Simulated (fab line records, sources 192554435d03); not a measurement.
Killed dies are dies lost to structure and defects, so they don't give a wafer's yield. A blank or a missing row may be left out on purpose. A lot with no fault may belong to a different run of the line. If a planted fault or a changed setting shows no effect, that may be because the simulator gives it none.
fab line records + flow n5Finfet
record
- lots=7
- wafers=21
- lastDay=18
route steps=1938 shown BEOL_M8@1358 PASSIVATION@1936
lots untouched by any fault: they come from a run of this same line in which no faults occurred
startH: hours from the record's first day to the start of the lot's first wafer shown + waitH: time in hours since the lot's previous step + " identical to the entry in the row above + L1.1+2: a single row standing in for several wafers + - either no value or no given start + * or withheld: withheld + < > ~ a bound
route shown NAME@n: NAME is a module with steps in the file, n the number in the route of the first one + usual: mean/standard deviation of fault-free wafers + same: alike in all rows + chamber/n: place in a boat + sites: readings site by site + _std_site: the standard deviation of these + _edge_site: inner sites' mean taken away from outer sites' mean + radiusMm: how far each site lies from the wafer's centre + mask NAME#n: copy n + behind: tool/chamber where the wafer was last shaped + hold: the reason the lot was held/the length of the hold in hours/how it ended + device: the n, p or np transistor that did not switch + end of line: the route-end tests of the same wafers + a step without rows: its recipe alone + killed: count of dies lost to structure and defects at first sort (not the wafer's yield) + map: a wafer's dies, marking killed ones x, the rest . and places with no die _
set.NAME: the setting that was run; set.NAME@STEP: the one run at that earlier step + model.NAME: the simulator's own value behind a step, which no gauge read
certain route steps with their lots: each step a table, each wafer a row
services: from which hour (startH, from the record's first day; less than 0 if before it) a tool's chamber was out of use, for how many hours, and why
## steps
# step N5_BEOL_M8_COAT_71
# recipe
- resist=underlayer
- tempC=205
- timeS=60
- spinRpm=1500
- resistThkNm=5
# step N5_BEOL_M8_COAT_22
# recipe
- resist=CAR-EUV
- spinRpm=1500
- resistThkNm=30
# step N5_BEOL_M8_EBR_24
# recipe
- solvent=PGMEA
- ebrWidthMm=1.5
# step N5_BEOL_M8_SOFTBAKE_23
# recipe
- tempC=110
- timeS=60
- resist=CAR-EUV
# step N5_BEOL_M8_EXPOSE_25
# recipe
- maskId=V7
- na=0.33
- sourceShape=annular
- sigmaInner=0.4
- sigmaOuter=0.8
- polarization=unpolarized
- targetCdNm=40
- doseMj=42.5
# step N5_BEOL_M8_PEB_26
# recipe
- pebTempC=100
- pebTimeS=60
- resist=CAR-EUV
# step N5_BEOL_M8_DEVELOP_27
# recipe
- developTimeS=30
- developer=TMAH
- resist=CAR-EUV
- rinseLiquid=surfactantRinse
- dry=airSpin
- devTempC=23
# step N5_BEOL_M8_CD_MEAS_28
# recipe
- targetCdNm=40
- landingEnergyEv=500
- detector=seInlens
# usual
- cdNm=39.88/0.27
| lot.wafer | tool     | chamber | startH | waitH | cdNm  |
|-----------|----------|---------|--------|-------|-------|
| L507.1    | cdSem-01 | 0       | 201.02 | -     | 39.87 |
| L507.2    | "        | 0       | "      | "     | 39.52 |
| L507.6    | "        | 0       | "      | "     | 39.54 |
| L511.1    | cdSem-02 | 0       | 225.50 | -     | 40.03 |
| L511.5    | "        | 0       | "      | "     | 39.83 |
| L511.6    | "        | 0       | "      | "     | 39.57 |
| L515.1    | cdSem-01 | 0       | 257.88 | -     | 39.98 |
| L515.4    | "        | 0       | "      | "     | 40.20 |
| L515.5    | "        | 0       | "      | "     | 40.23 |
| L516.1    | cdSem-03 | 0       | 267.02 | -     | 39.66 |
| L516.2    | "        | 0       | "      | "     | 40.04 |
| L516.4    | "        | 0       | "      | "     | 39.61 |
| L517.3    | cdSem-02 | 0       | 267.18 | -     | 40.28 |
| L517.4    | "        | 0       | "      | "     | 40.63 |
| L517.5    | "        | 0       | "      | "     | 39.66 |
| L528.2    | cdSem-01 | 0       | 349.11 | -     | 39.48 |
| L528.4    | "        | 0       | "      | "     | 39.69 |
| L528.6    | "        | 0       | "      | "     | 39.77 |
| L529.1    | cdSem-01 | 0       | 360.77 | -     | 39.47 |
| L529.3    | "        | 0       | "      | "     | 40.09 |
| L529.6    | "        | 0       | "      | "     | 39.51 |
# step N5_BEOL_M8_OVL_MEAS_29
# recipe
- pointsPerWafer=522
# usual
- V7_OVL=0.1/0.65
| lot.wafer | tool       | chamber | startH | waitH | V7_OVL[nm] |
|-----------|------------|---------|--------|-------|------------|
| L507.1    | overlay-02 | 0       | 201.05 | 0.0   | -0.8       |
| L507.2    | "          | 0       | "      | "     | -0.1       |
| L507.6    | "          | 0       | "      | "     | 0.2        |
| L511.1    | overlay-01 | 0       | 225.53 | 0.0   | -0.2       |
| L511.5    | "          | 0       | "      | "     | -0.1       |
| L511.6    | "          | 0       | "      | "     | -0.3       |
| L515.1    | overlay-02 | 0       | 257.91 | 0.0   | 0.2        |
| L515.4    | "          | 0       | "      | "     | 0.1        |
| L515.5    | "          | 0       | "      | "     | 1.4        |
| L516.1    | overlay-02 | 0       | 267.05 | 0.0   | 1.1        |
| L516.2    | "          | 0       | "      | "     | 0.4        |
| L516.4    | "          | 0       | "      | "     | 0.8        |
| L517.3    | overlay-01 | 0       | 267.22 | 0.0   | -0.3       |
| L517.4    | "          | 0       | "      | "     | -0.3       |
| L517.5    | "          | 0       | "      | "     | -0.2       |
| L528.2    | overlay-02 | 0       | 349.14 | 0.0   | 0.5        |
| L528.4    | "          | 0       | "      | "     | 0.0        |
| L528.6    | "          | 0       | "      | "     | -0.6       |
| L529.1    | overlay-02 | 0       | 360.80 | 0.0   | -0.5       |
| L529.3    | "          | 0       | "      | "     | -0.3       |
| L529.6    | "          | 0       | "      | "     | -0.6       |
# step N5_BEOL_M8_INSPECT_30
# recipe
- mode=adi
- inspectInstrument=brightfield
# usual
- rawDefectCount=411/94
| lot.wafer | tool             | chamber | startH | waitH | rawDefectCount |
|-----------|------------------|---------|--------|-------|----------------|
| L507.1    | defectInspect-02 | -       | 201.11 | 0.1   | 273            |
| L507.2    | "                | -       | "      | "     | 412            |
| L507.6    | "                | -       | "      | "     | 327            |
| L511.1    | defectInspect-02 | -       | 225.58 | 0.1   | 327            |
| L511.5    | "                | -       | "      | "     | 368            |
| L511.6    | "                | -       | "      | "     | 368            |
| L515.1    | defectInspect-02 | -       | 257.97 | 0.1   | 463            |
| L515.4    | "                | -       | "      | "     | 467            |
| L515.5    | "                | -       | "      | "     | 515            |
| L516.1    | defectInspect-02 | -       | 267.11 | 0.1   | 532            |
| L516.2    | "                | -       | "      | "     | 490            |
| L516.4    | "                | -       | "      | "     | 368            |
| L517.3    | defectInspect-02 | -       | 267.27 | 0.0   | 351            |
| L517.4    | "                | -       | "      | "     | 393            |
| L517.5    | "                | -       | "      | "     | 333            |
| L528.2    | defectInspect-02 | -       | 349.20 | 0.0   | 479            |
| L528.4    | "                | -       | "      | "     | 483            |
| L528.6    | "                | -       | "      | "     | 492            |
| L529.1    | defectInspect-02 | -       | 360.85 | 0.1   | 476            |
| L529.3    | "                | -       | "      | "     | 367            |
| L529.6    | "                | -       | "      | "     | 432            |
# step N5_BEOL_M8_DESCUM_33
# recipe
- chemistry=O2
- timeS=7
- sourcePowerW=50
- biasPowerW=20
- pressureMtorr=20
- rfFrequencyHz=2.712e+07
- tempC=40
- resist=CAR-EUV
- o2FlowSccm=225
# usual
- drypumpMotorCurrentA=5.6/0.43
- oesProductAu=0.81/0.072
- rfVppV=243.3/1.1
- showerheadPlenumPTorr=2.10/0.06
- throttleValvePct=20.20/0.22
| lot.wafer | tool       | chamber | startH | waitH | drypumpMotorCurrentA | oesProductAu | rfHoursCounterH | rfVppV | showerheadPlenumPTorr | throttleValvePct |
|-----------|------------|---------|--------|-------|----------------------|--------------|-----------------|--------|-----------------------|------------------|
| L507.1    | rieDiel-01 | 2       | 201.14 | 0.0   | 5.6                  | 0.91         | 34              | 244.4  | 2.13                  | 20.32            |
| L507.2    | "          | 1       | "      | "     | 5.6                  | 0.90         | 17              | 243.0  | 2.16                  | 19.99            |
| L507.6    | "          | 1       | "      | "     | 5.5                  | 0.91         | -               | 244.3  | 2.16                  | 19.99            |
| L511.1    | rieDiel-02 | 2       | 225.62 | 0.0   | 6.2                  | 0.85         | 39              | 241.9  | 2.05                  | 19.96            |
| L511.5    | "          | 3       | "      | "     | 6.1                  | 0.71         | -               | 243.2  | 2.06                  | 20.55            |
| L511.6    | "          | 2       | "      | "     | 6.2                  | 0.84         | -               | 241.2  | 2.05                  | 19.94            |
| L515.1    | rieDiel-01 | 3       | 258.00 | 0.0   | 4.8                  | 0.75         | 123             | 244.5  | 2.06                  | 19.82            |
| L515.4    | "          | 1       | "      | "     | 5.5                  | 0.86         | 38              | 244.7  | 2.15                  | 20.02            |
| L515.5    | "          | 2       | "      | "     | 5.6                  | 0.86         | -               | 243.4  | 2.12                  | 20.36            |
| L516.1    | rieDiel-01 | 0       | 267.83 | 0.7   | 5.7                  | 0.70         | 208             | 244.8  | 2.15                  | 20.29            |
| L516.2    | "          | 3       | "      | "     | 4.8                  | 0.74         | 127             | 243.6  | 2.06                  | 19.79            |
| L516.4    | "          | 1       | "      | "     | 5.6                  | 0.85         | 42              | 243.9  | 2.15                  | 20.02            |
| L517.3    | rieDiel-01 | 3       | 268.65 | 1.4   | 4.8                  | 0.75         | 128             | 243.0  | 2.06                  | 19.79            |
| L517.4    | "          | 0       | "      | "     | 5.6                  | 0.70         | 209             | 245.8  | 2.16                  | 20.30            |
| L517.5    | "          | 0       | "      | "     | 5.7                  | 0.71         | -               | 245.0  | 2.16                  | 20.30            |
| L528.2    | rieDiel-01 | 3       | 349.24 | 0.0   | 4.8                  | 0.72         | 158             | 243.7  | 2.05                  | 19.84            |
| L528.4    | "          | 1       | "      | "     | 5.5                  | 0.83         | 66              | 243.3  | 2.14                  | 20.03            |
| L528.6    | "          | 1       | "      | "     | 5.5                  | 0.82         | -               | 243.2  | 2.14                  | 20.07            |
| L529.1    | rieDiel-02 | 2       | 361.05 | 0.2   | 6.2                  | 0.78         | 88              | 243.0  | 2.03                  | 20.03            |
| L529.3    | "          | 0       | "      | "     | 6.2                  | 0.82         | 82              | 241.2  | 1.99                  | 20.42            |
| L529.6    | "          | 0       | "      | "     | 6.2                  | 0.82         | -               | 243.2  | 1.99                  | 20.43            |
# step N5_BEOL_M8_ETCH_72
# recipe
- chemistry=N2/H2
- target=underlayer
- targetDepthA=65
- maskMaterial=CAR-EUV
- timeS=5.2
- ionEnergyEv=200
- pressureMtorr=30
- sourceW=840
- biasW=150
- n2FlowSccm=200
- h2FlowSccm=200
- ends=cleared
# usual
- drypumpMotorCurrentA=5.6/0.43
- etchRfOnTimeS=5.20/0.17
- oesProductAu=0.69/0.067
- rfVppV=524.4/2.2
- showerheadPlenumPTorr=2.55/0.073
- throttleValvePct=17.66/0.17
| lot.wafer | tool       | chamber | startH | waitH | drypumpMotorCurrentA | etchRfOnTimeS | oesProductAu | rfHoursCounterH | rfVppV | showerheadPlenumPTorr | throttleValvePct |
|-----------|------------|---------|--------|-------|----------------------|---------------|--------------|-----------------|--------|-----------------------|------------------|
| L507.1    | rieDiel-01 | 2       | 201.18 | 0.0   | 5.6                  | 5.07          | 0.75         | 34              | 525.6  | 2.59                  | 17.68            |
| L507.2    | "          | 1       | "      | "     | 5.5                  | 5.21          | 0.77         | 17              | 528.5  | 2.59                  | 17.33            |
| L507.6    | "          | 1       | "      | "     | 5.5                  | 5.21          | 0.77         | -               | 524.7  | 2.59                  | 17.31            |
| L511.1    | rieDiel-02 | 2       | 225.65 | 0.0   | 6.2                  | 5.36          | 0.73         | 39              | 521.5  | 2.49                  | 17.38            |
| L511.5    | "          | 3       | "      | "     | 6.1                  | 5.40          | 0.59         | -               | 522.3  | 2.49                  | 17.94            |
| L511.6    | "          | 2       | "      | "     | 6.2                  | 5.37          | 0.72         | -               | 522.4  | 2.49                  | 17.41            |
| L515.1    | rieDiel-01 | 3       | 258.04 | 0.0   | 4.8                  | 5.22          | 0.64         | 123             | 524.0  | 2.56                  | 17.59            |
| L515.4    | "          | 1       | "      | "     | 5.5                  | 5.24          | 0.74         | 38              | 526.3  | 2.58                  | 17.33            |
| L515.5    | "          | 2       | "      | "     | 5.6                  | 5.12          | 0.72         | -               | 525.8  | 2.58                  | 17.72            |
| L516.1    | rieDiel-01 | 0       | 267.86 | 0.0   | 5.7                  | 5.27          | 0.60         | 208             | 525.9  | 2.63                  | 17.76            |
| L516.2    | "          | 3       | "      | "     | 4.8                  | 5.25          | 0.65         | 127             | 523.0  | 2.55                  | 17.63            |
| L516.4    | "          | 1       | "      | "     | 5.5                  | 5.17          | 0.74         | 42              | 525.8  | 2.58                  | 17.33            |
| L517.3    | rieDiel-01 | 3       | 268.69 | 0.0   | 4.8                  | 5.27          | 0.63         | 128             | 524.7  | 2.55                  | 17.63            |
| L517.4    | "          | 0       | "      | "     | 5.7                  | 5.34          | 0.59         | 209             | 526.9  | 2.63                  | 17.76            |
| L517.5    | "          | 0       | "      | "     | 5.7                  | 5.30          | 0.60         | -               | 524.5  | 2.63                  | 17.76            |
| L528.2    | rieDiel-01 | 3       | 349.27 | 0.0   | 4.8                  | 5.31          | 0.62         | 158             | 523.6  | 2.54                  | 17.67            |
| L528.4    | "          | 1       | "      | "     | 5.5                  | 5.28          | 0.70         | 66              | 525.2  | 2.56                  | 17.37            |
| L528.6    | "          | 1       | "      | "     | 5.5                  | 5.28          | 0.69         | -               | 524.0  | 2.56                  | 17.40            |
| L529.1    | rieDiel-02 | 2       | 361.09 | 0.0   | 6.2                  | 5.53          | 0.65         | 88              | 523.1  | 2.47                  | 17.46            |
| L529.3    | "          | 0       | "      | "     | 6.3                  | 4.95          | 0.70         | 82              | 523.2  | 2.45                  | 17.95            |
| L529.6    | "          | 0       | "      | "     | 6.2                  | 4.95          | 0.71         | -               | 522.9  | 2.45                  | 17.96            |
# step N5_BEOL_M8_ETCH_65
# recipe
- chemistry=CF4
- target=SiARC
- targetDepthA=156
- maskMaterial=CAR-EUV
- timeS=26
- ionEnergyEv=80
- pressureMtorr=40
- sourceW=545
- biasW=36
- Ar_flow_sccm=100
- cf4FlowSccm=100
- ends=cleared
# usual
- drypumpMotorCurrentA=5.6/0.43
- etchRfOnTimeS=26.1/0.94
- oesProductAu=0.69/0.066
- rfVppV=184.0/1.1
- showerheadPlenumPTorr=2.15/0.055
- throttleValvePct=15.42/0.24
| lot.wafer | tool       | chamber | startH | waitH | drypumpMotorCurrentA | etchRfOnTimeS | oesProductAu | rfHoursCounterH | rfVppV | showerheadPlenumPTorr | throttleValvePct |
|-----------|------------|---------|--------|-------|----------------------|---------------|--------------|-----------------|--------|-----------------------|------------------|
| L507.1    | rieDiel-01 | 2       | 201.19 | 0.0   | 5.6                  | 25.5          | 0.76         | 34              | 184.2  | 2.18                  | 15.45            |
| L507.2    | "          | 1       | "      | "     | 5.5                  | 26.7          | 0.76         | 17              | 185.4  | 2.18                  | 15.05            |
| L507.6    | "          | 1       | "      | "     | 5.5                  | 26.8          | 0.76         | -               | 185.2  | 2.18                  | 15.05            |
| L511.1    | rieDiel-02 | 2       | 225.67 | 0.0   | 6.2                  | 27.1          | 0.71         | 39              | 181.6  | 2.11                  | 15.16            |
| L511.5    | "          | 3       | "      | "     | 6.0                  | 27.2          | 0.58         | -               | 183.3  | 2.11                  | 15.82            |
| L511.6    | "          | 2       | "      | "     | 6.2                  | 27.0          | 0.73         | -               | 182.8  | 2.11                  | 15.18            |
| L515.1    | rieDiel-01 | 3       | 258.05 | 0.0   | 4.8                  | 39.9          | 0.52         | 123             | 184.5  | 2.14                  | 15.18            |
| L515.4    | "          | 1       | "      | "     | 5.5                  | 40.6          | 0.59         | 38              | 183.8  | 2.18                  | 15.09            |
| L515.5    | "          | 2       | "      | "     | 5.6                  | 38.5          | 0.59         | -               | 184.2  | 2.17                  | 15.48            |
| L516.1    | rieDiel-01 | 0       | 267.88 | 0.0   | 5.7                  | 40.4          | 0.48         | 208             | 185.0  | 2.21                  | 15.65            |
| L516.2    | "          | 3       | "      | "     | 4.8                  | 39.9          | 0.52         | 127             | 183.6  | 2.14                  | 15.19            |
| L516.4    | "          | 1       | "      | "     | 5.5                  | 40.4          | 0.59         | 42              | 183.7  | 2.17                  | 15.10            |
| L517.3    | rieDiel-01 | 3       | 268.71 | 0.0   | 4.8                  | 39.2          | 0.52         | 128             | 185.0  | 2.14                  | 15.20            |
| L517.4    | "          | 0       | "      | "     | 5.7                  | 39.8          | 0.48         | 209             | 185.2  | 2.21                  | 15.67            |
| L517.5    | "          | 0       | "      | "     | 5.6                  | 39.9          | 0.48         | -               | 185.1  | 2.21                  | 15.67            |
| L528.2    | rieDiel-01 | 3       | 349.29 | 0.0   | 4.8                  | 26.3          | 0.62         | 158             | 184.4  | 2.13                  | 15.27            |
| L528.4    | "          | 1       | "      | "     | 5.6                  | 27.2          | 0.68         | 66              | 185.3  | 2.17                  | 15.14            |
| L528.6    | "          | 1       | "      | "     | 5.5                  | 27.2          | 0.69         | -               | 184.1  | 2.17                  | 15.15            |
| L529.1    | rieDiel-02 | 2       | 361.10 | 0.0   | 6.2                  | 27.8          | 0.66         | 88              | 183.0  | 2.09                  | 15.27            |
| L529.3    | "          | 0       | "      | "     | 6.2                  | 24.8          | 0.71         | 82              | 181.7  | 2.08                  | 15.83            |
| L529.6    | "          | 0       | "      | "     | 6.2                  | 24.8          | 0.72         | -               | 182.2  | 2.08                  | 15.83            |
# step N5_BEOL_M8_ETCH_66
# recipe
- chemistry=N2/H2
- target=SOC
- targetDepthA=800
- overetchA=160
- maskMaterial=SiARC
- tempC=40
- timeS=120
- ionEnergyEv=200
- pressureMtorr=30
- sourceW=840
- biasW=150
- n2FlowSccm=200
- h2FlowSccm=200
# usual
- drypumpMotorCurrentA=5.6/0.43
- oesProductAu=0.62/0.051
- rfVppV=524.1/2
- showerheadPlenumPTorr=2.55/0.073
- throttleValvePct=17.62/0.17
| lot.wafer | tool       | chamber | startH | waitH | drypumpMotorCurrentA | oesProductAu | rfHoursCounterH | rfVppV | showerheadPlenumPTorr | throttleValvePct |
|-----------|------------|---------|--------|-------|----------------------|--------------|-----------------|--------|-----------------------|------------------|
| L507.1    | rieDiel-01 | 2       | 201.22 | 0.0   | 5.6                  | 0.67         | 34              | 526.1  | 2.59                  | 17.64            |
| L507.2    | "          | 1       | "      | "     | 5.5                  | 0.69         | 17              | 525.2  | 2.59                  | 17.27            |
| L507.6    | "          | 1       | "      | "     | 5.5                  | 0.68         | -               | 525.6  | 2.59                  | 17.28            |
| L511.1    | rieDiel-02 | 2       | 225.70 | 0.0   | 6.2                  | 0.66         | 39              | 521.5  | 2.49                  | 17.34            |
| L511.5    | "          | 3       | "      | "     | 6.1                  | 0.54         | -               | 522.6  | 2.49                  | 17.89            |
| L511.6    | "          | 2       | "      | "     | 6.2                  | 0.66         | -               | 522.2  | 2.49                  | 17.36            |
| L515.1    | rieDiel-01 | 3       | 258.08 | 0.0   | 4.8                  | 0.58         | 123             | 523.2  | 2.56                  | 17.56            |
| L515.4    | "          | 1       | "      | "     | 5.5                  | 0.66         | 38              | 525.4  | 2.58                  | 17.30            |
| L515.5    | "          | 2       | "      | "     | 5.6                  | 0.64         | -               | 523.9  | 2.58                  | 17.69            |
| L516.1    | rieDiel-01 | 0       | 267.91 | 0.0   | 5.7                  | 0.53         | 209             | 525.7  | 2.63                  | 17.73            |
| L516.2    | "          | 3       | "      | "     | 4.8                  | 0.58         | 127             | 525.0  | 2.55                  | 17.60            |
| L516.4    | "          | 1       | "      | "     | 5.6                  | 0.66         | 42              | 524.3  | 2.58                  | 17.31            |
| L517.3    | rieDiel-01 | 3       | 268.73 | 0.0   | 4.8                  | 0.58         | 128             | 522.4  | 2.55                  | 17.59            |
| L517.4    | "          | 0       | "      | "     | 5.7                  | 0.54         | 209             | 527.6  | 2.63                  | 17.73            |
| L517.5    | "          | 0       | "      | "     | 5.7                  | 0.54         | -               | 525.5  | 2.63                  | 17.72            |
| L528.2    | rieDiel-01 | 3       | 349.32 | 0.0   | 4.8                  | 0.56         | 158             | 523.7  | 2.54                  | 17.63            |
| L528.4    | "          | 1       | "      | "     | 5.5                  | 0.63         | 66              | 526.1  | 2.56                  | 17.38            |
| L528.6    | "          | 1       | "      | "     | 5.5                  | 0.62         | -               | 525.6  | 2.57                  | 17.34            |
| L529.1    | rieDiel-02 | 2       | 361.13 | 0.0   | 6.2                  | 0.62         | 88              | 520.3  | 2.47                  | 17.43            |
| L529.3    | "          | 0       | "      | "     | 6.2                  | 0.62         | 82              | 521.4  | 2.45                  | 17.92            |
| L529.6    | "          | 0       | "      | "     | 6.2                  | 0.62         | -               | 521.7  | 2.45                  | 17.92            |
# step N5_PASSIVATION_PROBE_49
# usual
- defectLimitedYield=91.5/1.5
- killed_at_M0_to_M3=32/10
- killed_at_M4_up=13/4.9
- killedAtContacts=13/6.1
- killedAtFrontEnd=38/11
- killedAtOther=3/3.2
- killedDies=101/18
- killedOpen=66/13
- killedShort=32/8.3
- sort_bin_5_function=5.0/1
- sort_bin_6_memory=3.2/0.74
- sort_bin_8_speed=0.1/1.1
- sortNPass=1078/22
# same
- grossDies=1180
- killedAtBackSide=0
- sort_bin_4_leakage[%]=0
| lot.wafer | tool      | chamber | startH | waitH | defectLimitedYield[%] | killed_at_M0_to_M3 | killed_at_M4_up | killedAtContacts | killedAtFrontEnd | killedAtOther | killedDies | killedOpen | killedShort | sort_bin_5_function[%] | sort_bin_6_memory[%] | sort_bin_8_speed[%] | sortNPass |
|-----------|-----------|---------|--------|-------|-----------------------|--------------------|-----------------|------------------|------------------|---------------|------------|------------|-------------|------------------------|----------------------|---------------------|-----------|
| L516.1    | prober-02 | -       | 335.35 | 0.0   | 91.4                  | 26                 | 9               | 3                | 55               | 8             | 101        | 43         | 55          | 4.7                    | 3.1                  | 0                   | 1079      |
| L516.2    | prober-02 | -       | 335.40 | 0.1   | 90.8                  | 29                 | 7               | 14               | 58               | 0             | 108        | 64         | 32          | 4.7                    | 3.3                  | 0                   | 1072      |
| L516.4    | prober-02 | -       | 335.50 | 0.2   | 88.2                  | 48                 | 11              | 15               | 58               | 7             | 139        | 87         | 51          | 6.7                    | 4.4                  | 0                   | 1041      |
| L517.3    | prober-01 | -       | 335.45 | 0.1   | 92.8                  | 27                 | 8               | 16               | 31               | 3             | 85         | 54         | 27          | 3.3                    | 3.3                  | 0                   | 1095      |
| L517.4    | prober-01 | -       | 335.50 | 0.2   | 91.3                  | 23                 | 9               | 21               | 46               | 4             | 103        | 63         | 38          | 5.0                    | 3.2                  | 0                   | 1077      |
| L517.5    | prober-01 | -       | 335.55 | 0.2   | 90.9                  | 35                 | 17              | 19               | 31               | 5             | 107        | 67         | 38          | 4.7                    | 4.2                  | 0                   | 1073      |
# killed by level:class
L516.1 GATE_CUT:geometricParticle:short=16 FIN_SAQP:geometricParticle:short=11 BEOL_M0_SAQP:geometricParticle:short=8 STI_FIN_REVEAL:geometricParticle:open=6 BEOL_M0_SAQP:geometricParticle:open=6 FIN_SAQP:geometricParticle:open=5 GATE_CUT:geometricParticle:open=4 BEOL_M1:geometricParticle:open=4
L516.2 FIN_SAQP:geometricParticle:open=14 HKMG_FIN:areaEtch=11 MOL_CONTACT_COAG:geometricParticle:open=9 BEOL_M0_SAQP:geometricParticle:short=9 BEOL_M1:geometricParticle:open=9 FIN_SAQP:geometricParticle:short=8 GATE_CUT:geometricParticle:open=5 GATE_CUT:geometricParticle:short=5
L517.3 MOL_CONTACT_COAG:geometricParticle:open=12 BEOL_M1:geometricParticle:open=9 FIN_SAQP:geometricParticle:short=6 BEOL_M0_SAQP:geometricParticle:open=6 FIN_SAQP:geometricParticle:open=5 STI_FIN_REVEAL:geometricParticle:open=5 GATE_CUT:geometricParticle:short=4 MOL_CONTACT_COAG:geometricParticle:short=3
L516.4 FIN_SAQP:geometricParticle:short=17 BEOL_M0_SAQP:geometricParticle:short=16 FIN_SAQP:geometricParticle:open=15 MOL_CONTACT_COAG:geometricParticle:open=11 BEOL_M2:geometricParticle:open=8 BEOL_M0_SAQP:geometricParticle:open=7 BEOL_M1:geometricParticle:open=7 STI_FIN_REVEAL:geometricParticle:open=6
L517.4 MOL_CONTACT_COAG:geometricParticle:open=13 FIN_SAQP:geometricParticle:short=9 FIN_SAQP:geometricParticle:open=7 DUMMY_GATE:geometricParticle:open=7 GATE_CUT:geometricParticle:short=7 GATE_CUT:geometricParticle:open=7 MOL_CONTACT_COAG:geometricParticle:short=7 BEOL_M0_SAQP:geometricParticle:short=7
L517.5 MOL_CONTACT_COAG:geometricParticle:open=14 BEOL_M0_SAQP:geometricParticle:open=13 GATE_CUT:geometricParticle:short=9 STI_FIN_REVEAL:geometricParticle:open=8 BEOL_M0_SAQP:geometricParticle:short=8 BEOL_M1:geometricParticle:open=8 FIN_SAQP:geometricParticle:short=5 MOL_CONTACT_COAG:geometricParticle:short=5
## services
| tool       | chamber | startH | hours | kind                        |
|------------|---------|--------|-------|-----------------------------|
| rieDiel-02 | 2       | 220.06 | 5.1   | repair                      |
| rieDiel-02 | -       | 236.00 | 4.0   | repair                      |
| rieDiel-01 | 1       | 325.21 | 10.6  | repair                      |
| rieDiel-02 | 3       | 333.97 | -     | clean                       |
| rieDiel-02 | 3       | 333.97 | -     | consumableReplace:focusRing |
| rieDiel-02 | 3       | 333.97 | 38.0  | scheduledDown               |
| rieDiel-02 | 3       | 333.97 | 38.0  | ventCycle                   |
| rieDiel-02 | 1       | 353.41 | 5.8   | repair                      |
## key
firstSign
- step=N5_BEOL_M8_ETCH_65
- reading=etchRfOnTimeS
- direction=up
- sigmas=15
- usual=*
- struck=*
effect
- step=N5_BEOL_M8_ETCH_65
- reading=oesProductAu
- direction=down
- sigmas=2.4
- usual=0.69
- struck=0.53
- wafersMoved=6
metAt N5_BEOL_M8_ETCH_65
struckWafers L515.1,L515.4,L515.5,L516.1,L516.2,L516.4,L517.3,L517.4,L517.5
baselineLoss
- step=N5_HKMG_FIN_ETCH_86
- wafers=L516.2
onsetBetween 201.19 258.05
fault
- kind=processParameterDrift
- tool=rieDiel-01
- chamber=-
- onsetH=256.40
- steps=N5_BEOL_M8_ETCH_65
- channel=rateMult
- offset=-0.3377
- shape=step
- endH=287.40
# baselineLoss: these wafers lose ten dies or more at that step, a loss of the line's own and not of a fault; the sort's usual values leave them out
